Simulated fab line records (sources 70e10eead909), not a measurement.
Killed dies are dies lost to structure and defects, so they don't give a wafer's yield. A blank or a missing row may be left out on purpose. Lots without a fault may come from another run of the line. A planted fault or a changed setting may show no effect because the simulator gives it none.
fab line records	flow nandHarc	part 2 of 2: steps 5 to 6 of 6
[record] lots = 24	wafers = 72	lastDay = 24
route steps=1159 shown A_CHANNEL_HOLE_D1@488 A_CHANNEL_FILL_D1@494 A_STAIRCASE@532
lots with no fault: from the same line, run without faults
startH: hours from the record's opening day to when the first of the lot's shown wafers began	waitH: time in hours since the lot's previous step	" same as the row above	L1.1+2: a row that stands for several wafers	- no value present, or no start provided	* or withheld: withheld	< > ~ a bound
route shown NAME@n: names a module that has steps shown in the file, with the first one's number in the route	usual: average and standard deviation across the fault-free wafers	same: alike in all rows	chamber/n: place in a boat	sites: per-site readings	_std_site: how widely they spread, as a standard deviation	_edge_site: mean of outer sites minus mean of inner sites	radiusMm: for every site, how far away it sits from the centre of the wafer	mask NAME#n: copy n	behind: the last tool/chamber to shape the wafer	hold: reason for holding the lot/hours on hold/outcome of the hold	device: which transistor (n, p or np) failed to switch	end of line: tests of these same wafers at the route's end	step lacking rows: just its recipe	killed: the dies lost at the first sort to structure and to defects; this is not the yield of the wafer	map: a wafer's dies, marking killed ones x, the rest . and places with no die _
set.NAME: the setting as run; set.NAME@STEP: as run at that earlier step	model.NAME: the simulator's own value behind a step, which no gauge read
the route's steps for a sample of lots (tables are steps, rows are wafers)
services: the hour from which a tool's chamber was out of use, counted from the record's first day as startH (under 0 if before that day), plus the number of hours and why
[[steps]]
[step NHARC_A_STAIRCASE_TRIM_20]
[recipe] timeS = 211.2	o2FlowSccm = 500	arFlowSccm = 0	biasW = 0	chemistry = O2
[usual] drypumpMotorCurrentA = 6.0/0.44	oesProductAu = 1.001/0.011	rfVppV = 57.6/0.91	showerheadPlenumPTorr = 3.49/0.16	throttleValvePct = 17.037/0.0083
[same] timeS = 211.2
lot.wafer	tool	chamber	startH	waitH	drypumpMotorCurrentA	oesProductAu	rfHoursCounterH	rfVppV	showerheadPlenumPTorr	throttleValvePct
L075.1	rieDiel-13	0	249.23	0.1	5.0	1.010	52	58.5	3.36	17.042
L075.4	"	1	"	"	6.2	1.008	50	58.7	3.65	17.041
L075.3	"	2	"	"	6.0	0.998	52	58.7	3.63	17.037
L076.2	rieDiel-03	0	249.92	0.1	5.9	1.017	9	57.5	3.51	17.026
L076.1	"	2	"	"	6.2	1.013	9	55.1	3.31	17.036
L076.6	"	0	"	"	5.9	1.019	-	59.5	3.51	17.031
L078.4	rieDiel-13	3	253.05	0.1	6.4	0.987	54	56.2	3.27	17.046
L078.3	"	0	"	"	5.0	1.018	54	57.9	3.36	17.033
L078.1	"	1	"	"	6.3	0.998	52	59.4	3.65	17.050
L074.1	rieDiel-03	0	253.41	0.1	5.8	1.013	10	57.5	3.51	17.047
L074.2	"	3	"	"	6.2	0.999	11	56.3	3.51	17.043
L074.5	"	1	"	"	6.1	1.001	-	56.7	3.28	17.031
L077.2	rieDiel-13	2	258.18	0.1	6.0	1.002	55	59.7	3.63	17.041
L077.4	"	3	"	"	6.4	0.990	56	56.8	3.27	17.037
L077.3	"	0	"	"	5.0	1.015	56	57.0	3.35	17.041
L079.1	rieDiel-13	2	262.59	0.1	6.1	0.990	58	58.6	3.63	17.034
L079.4	"	3	"	"	6.4	0.988	58	55.9	3.27	17.054
L079.3	"	0	"	"	5.0	0.997	58	57.2	3.35	17.060
L080.4	rieDiel-01	0	273.69	0.1	6.1	0.978	50	59.0	3.62	17.047
L080.3	"	1	"	"	5.9	0.995	47	56.6	3.43	17.036
L080.6	"	2	"	"	6.2	1.005	-	57.8	3.39	17.028
L083.1	rieDiel-01	2	284.70	0.1	6.2	1.005	53	58.9	3.38	17.034
L083.2	"	0	"	"	6.1	0.998	54	57.8	3.62	17.034
L083.6	"	3	"	"	5.3	1.003	-	56.4	3.30	17.040
L082.1	rieDiel-13	2	285.06	0.1	6.1	0.988	0	58.9	3.63	17.036
L082.2	"	3	"	"	6.4	0.993	0	59.1	3.81	17.028
L082.5	"	2	"	"	6.1	0.992	-	58.2	3.63	17.047
L081.2	rieDiel-01	1	289.09	0.1	5.8	0.984	53	56.8	3.42	17.030
L081.1	"	2	"	"	6.2	0.996	54	56.6	3.38	17.045
L081.6	"	0	"	"	6.1	0.987	-	57.3	3.62	17.034
L084.3	rieDiel-13	1	298.02	0.1	6.2	1.001	6	58.2	3.64	17.027
L084.1	"	2	"	"	6.1	0.998	5	58.7	3.62	17.026
L084.4	"	3	"	"	6.4	0.979	5	58.0	3.81	17.034
L089.4	rieDiel-13	1	308.57	0.1	6.2	1.004	9	58.2	3.64	17.035
L089.2	"	3	"	"	6.4	0.985	9	58.3	3.80	17.034
L089.6	"	1	"	"	6.2	0.999	-	57.2	3.64	17.032
L085.2	rieDiel-01	2	308.88	0.1	6.2	1.007	61	57.4	3.38	17.041
L085.3	"	3	"	"	5.2	0.996	63	58.8	3.30	17.048
L085.1	"	0	"	"	6.1	0.986	62	59.0	3.61	17.026
L087.4	rieDiel-13	3	317.73	0.2	6.4	0.989	12	57.1	3.80	17.034
L087.2	"	0	"	"	5.0	1.026	13	57.0	3.34	17.046
L087.5	"	2	"	"	6.0	1.008	-	57.9	3.62	17.027
L086.1	rieDiel-13	0	326.64	0.1	5.0	1.011	17	58.1	3.34	17.040
L086.3	"	1	"	"	6.3	0.998	17	58.4	3.64	17.035
L086.6	"	1	"	"	6.2	1.005	-	57.0	3.64	17.044
L090.3	rieDiel-03	3	330.85	0.1	6.2	1.010	42	57.0	3.50	17.033
L090.5	"	2	"	"	6.3	1.005	-	56.1	3.29	17.033
L090.6	"	3	"	"	6.2	1.009	-	55.8	3.50	17.034
L088.1	rieDiel-01	1	331.23	0.1	5.8	1.000	2	57.3	3.42	17.022
L088.2	"	3	"	"	5.2	0.993	2	57.6	3.29	17.045
L088.5	"	0	"	"	6.1	0.975	-	58.0	3.61	17.045
L092.6	rieDiel-03	3	340.01	0.2	6.2	1.005	-	58.4	3.49	17.034
L092.5	"	0	"	"	5.9	0.998	-	56.0	3.49	17.037
L092.4	"	2	"	"	6.3	1.007	-	57.7	3.29	17.034
L091.3	rieDiel-13	2	340.12	0.1	6.1	0.990	21	58.1	3.61	17.021
L091.1	"	3	"	"	6.4	0.990	22	58.3	3.80	17.044
L091.4	"	1	"	"	6.2	1.008	22	57.7	3.63	17.040
L094.2	rieDiel-03	2	351.44	0.1	6.3	0.990	50	56.5	3.28	17.029
L094.1	"	3	"	"	6.2	1.008	51	57.9	3.49	17.041
L094.6	"	3	"	"	6.2	1.008	-	57.0	3.49	17.036
L093.3	rieDiel-03	2	352.12	0.1	6.3	0.991	50	58.2	3.28	17.042
L093.4	"	3	"	"	6.2	1.009	-	58.4	3.49	17.044
L093.6	"	0	"	"	5.8	0.997	-	58.0	3.49	17.047
L095.4	rieDiel-13	0	361.75	0.1	5.0	1.012	31	57.2	3.34	17.043
L095.1	"	1	"	"	6.3	1.004	30	57.4	3.63	17.027
L095.6	"	0	"	"	5.0	1.009	-	58.1	3.34	17.037
L097.4	rieDiel-13	0	366.34	0.1	5.0	1.024	32	57.0	3.33	17.014
L097.2	"	1	"	"	6.2	1.012	32	57.3	3.63	17.030
L097.6	"	0	"	"	5.0	1.018	-	56.8	3.33	17.033
L096.3	rieDiel-03	2	367.65	0.1	6.3	1.017	57	56.7	3.28	17.043
L096.2	"	3	"	"	6.2	1.007	58	57.3	3.49	17.027
L096.6	"	2	"	"	6.3	1.014	-	57.4	3.28	17.039
[step NHARC_A_STAIRCASE_TRIM_24]
[recipe] timeS = 211.2	o2FlowSccm = 500	arFlowSccm = 0	biasW = 0	chemistry = O2
[usual] drypumpMotorCurrentA = 5.9/0.46	oesProductAu = 1.000/0.011	rfVppV = 57.7/0.91	showerheadPlenumPTorr = 3.49/0.16	throttleValvePct = 17.037/0.0088
[same] timeS = 211.2
lot.wafer	tool	chamber	startH	waitH	drypumpMotorCurrentA	oesProductAu	rfHoursCounterH	rfVppV	showerheadPlenumPTorr	throttleValvePct
L075.3	rieDiel-13	0	-	-	5.0	1.016	52	56.5	3.36	17.033
L075.1	"	1	"	"	6.3	1.002	50	56.8	3.65	17.039
L075.4	"	2	"	"	6.0	1.001	52	59.0	3.63	17.048
L076.1	rieDiel-03	0	-	-	5.8	1.005	9	57.1	3.51	17.030
L076.2	"	3	"	"	6.2	1.002	10	57.5	3.51	17.039
L076.6	"	1	"	"	6.1	1.006	-	59.1	3.28	17.044
L078.1	rieDiel-13	3	-	-	6.4	0.990	54	58.1	3.27	17.040
L078.4	"	0	"	"	5.0	1.016	54	57.5	3.36	17.038
L078.3	"	1	"	"	6.3	1.016	52	58.7	3.65	17.033
L074.1	rieDiel-03	1	-	-	6.1	0.998	10	56.6	3.28	17.023
L074.2	"	2	"	"	6.3	1.004	10	56.0	3.30	17.030
L074.5	"	3	"	"	6.2	1.001	-	56.1	3.51	17.042
L077.3	rieDiel-13	0	-	-	5.0	1.004	56	55.7	3.36	17.051
L077.2	"	1	"	"	6.2	1.003	54	59.2	3.65	17.035
L077.4	"	3	"	"	6.4	0.981	56	57.5	3.27	17.046
L079.1	rieDiel-13	2	-	-	6.1	0.988	58	59.9	3.63	17.034
L079.4	"	3	"	"	6.4	0.989	59	56.9	3.27	17.030
L079.3	"	0	"	"	5.0	1.007	58	56.9	3.35	17.023
L080.4	rieDiel-01	0	-	-	6.1	0.987	50	58.0	3.62	17.035
L080.3	"	1	"	"	5.8	0.995	47	58.0	3.43	17.044
L080.6	"	0	"	"	6.1	0.993	-	57.9	3.62	17.027
L083.1	rieDiel-01	3	-	-	5.2	1.008	56	56.3	3.30	17.034
L083.2	"	0	"	"	6.1	0.983	54	58.4	3.62	17.036
L083.6	"	2	"	"	6.2	0.990	-	57.9	3.38	17.039
L082.1	rieDiel-13	1	-	-	6.3	0.997	0	56.5	3.65	17.040
L082.2	"	3	"	"	6.4	0.973	0	57.6	3.81	17.031
L082.5	"	1	"	"	6.3	0.996	-	57.1	3.65	17.034
L081.2	rieDiel-01	2	-	-	6.2	0.998	54	55.5	3.38	17.035
L081.1	"	0	"	"	6.1	0.988	57	58.3	3.62	17.047
L081.6	"	2	"	"	6.2	1.008	-	59.6	3.38	17.043
L084.1	rieDiel-13	1	-	-	6.2	0.999	6	58.1	3.64	17.032
L084.3	"	2	"	"	6.1	0.995	5	58.8	3.62	17.034
L084.4	"	3	"	"	6.4	0.985	5	58.7	3.80	17.047
L085.2	rieDiel-01	3	-	-	5.2	0.998	63	57.2	3.30	17.049
L085.3	"	1	"	"	5.8	0.985	61	58.0	3.42	17.048
L085.1	"	2	"	"	6.2	0.997	61	57.1	3.38	17.043
L089.4	rieDiel-13	2	-	-	6.1	1.002	9	58.3	3.62	17.028
L089.2	"	3	"	"	6.4	0.983	9	57.8	3.80	17.036
L089.6	"	0	"	"	5.0	1.021	-	57.2	3.35	17.045
L087.4	rieDiel-13	2	-	-	6.1	1.000	12	59.2	3.62	17.032
L087.2	"	3	"	"	6.4	0.989	12	58.9	3.80	17.031
L087.5	"	3	"	"	6.4	0.987	-	58.6	3.80	17.026
L086.1	rieDiel-13	3	-	-	6.4	0.983	16	57.6	3.80	17.048
L086.3	"	2	"	"	6.1	0.984	16	57.9	3.62	17.039
L086.6	"	3	"	"	6.4	0.987	-	57.4	3.80	17.032
L090.3	rieDiel-03	2	-	-	6.3	1.002	43	57.1	3.29	17.033
L090.5	"	0	"	"	5.9	0.998	-	56.9	3.49	17.041
L090.6	"	2	"	"	6.3	1.002	-	58.0	3.29	17.039
L088.1	rieDiel-01	3	-	-	5.2	0.997	2	57.9	3.29	17.041
L088.2	"	1	"	"	5.9	0.991	2	58.7	3.42	17.045
L088.5	"	2	"	"	6.2	1.000	-	57.0	3.38	17.046
L091.3	rieDiel-13	1	-	-	6.3	0.998	23	59.1	3.63	17.017
L091.1	"	2	"	"	6.0	0.990	21	57.3	3.61	17.041
L091.4	"	3	"	"	6.4	0.992	22	58.2	3.80	17.011
L092.6	rieDiel-03	0	-	-	5.8	1.001	-	58.3	3.49	17.059
L092.4	"	2	"	"	6.3	0.995	-	57.9	3.29	17.032
L092.5	"	3	"	"	6.2	1.007	-	56.7	3.49	17.033
L094.2	rieDiel-03	3	-	-	6.2	0.995	51	58.1	3.49	17.037
L094.1	"	0	"	"	5.8	0.991	49	56.3	3.49	17.043
L094.6	"	2	"	"	6.3	0.996	-	57.7	3.28	17.031
L093.3	rieDiel-03	3	-	-	6.2	1.006	52	58.1	3.49	17.049
L093.4	"	3	"	"	6.2	1.010	-	57.8	3.49	17.018
L093.6	"	2	"	"	6.3	1.008	-	57.3	3.28	17.026
L095.1	rieDiel-13	2	-	-	6.1	0.996	32	57.9	3.61	17.054
L095.4	"	3	"	"	6.4	0.978	33	58.3	3.79	17.039
L095.6	"	2	"	"	6.1	0.993	-	58.3	3.61	17.042
L097.2	rieDiel-13	3	-	-	6.3	0.985	34	58.6	3.79	17.031
L097.4	"	0	"	"	5.0	1.013	32	56.4	3.33	17.033
L097.6	"	2	"	"	6.1	1.002	-	58.8	3.61	17.033
L096.3	rieDiel-03	3	-	-	6.2	1.011	59	58.3	3.49	17.029
L096.2	"	0	"	"	5.8	1.007	56	57.4	3.48	17.042
L096.6	"	0	"	"	5.9	1.005	-	58.2	3.48	17.057
[[services]]
tool	chamber	startH	hours	kind
rieDiel-13	0	181.65	-	clean
rieDiel-13	1	181.65	-	clean
rieDiel-13	2	181.65	-	clean
rieDiel-13	3	181.65	-	clean
aldHk-04	-	186.04	10.0	pm
rieDiel-01	0	202.67	1.4	repair
rieDiel-13	-	205.49	0.8	repair
aldHk-04	-	207.23	1.0	repair
rieDiel-03	-	215.30	9.0	pm
aldHk-01	-	228.88	10.0	pm
rieDiel-13	0	230.16	-	clean
rieDiel-13	1	230.16	-	clean
rieDiel-13	2	230.16	-	clean
rieDiel-13	3	230.16	-	clean
rieDiel-13	0	254.66	-	clean
rieDiel-13	-	264.36	2.3	repair
rieDiel-13	-	276.05	9.0	pm
aldHk-02	-	282.53	10.0	pm
xsem-02	-	302.00	14.0	pm
aldSinBatch-03	-	314.00	26.0	pm
rieDiel-01	-	314.85	9.0	pm
rieDiel-01	0	337.73	3.3	repair
rieDiel-03	2	343.78	5.5	repair
aldHk-04	-	364.04	10.0	pm
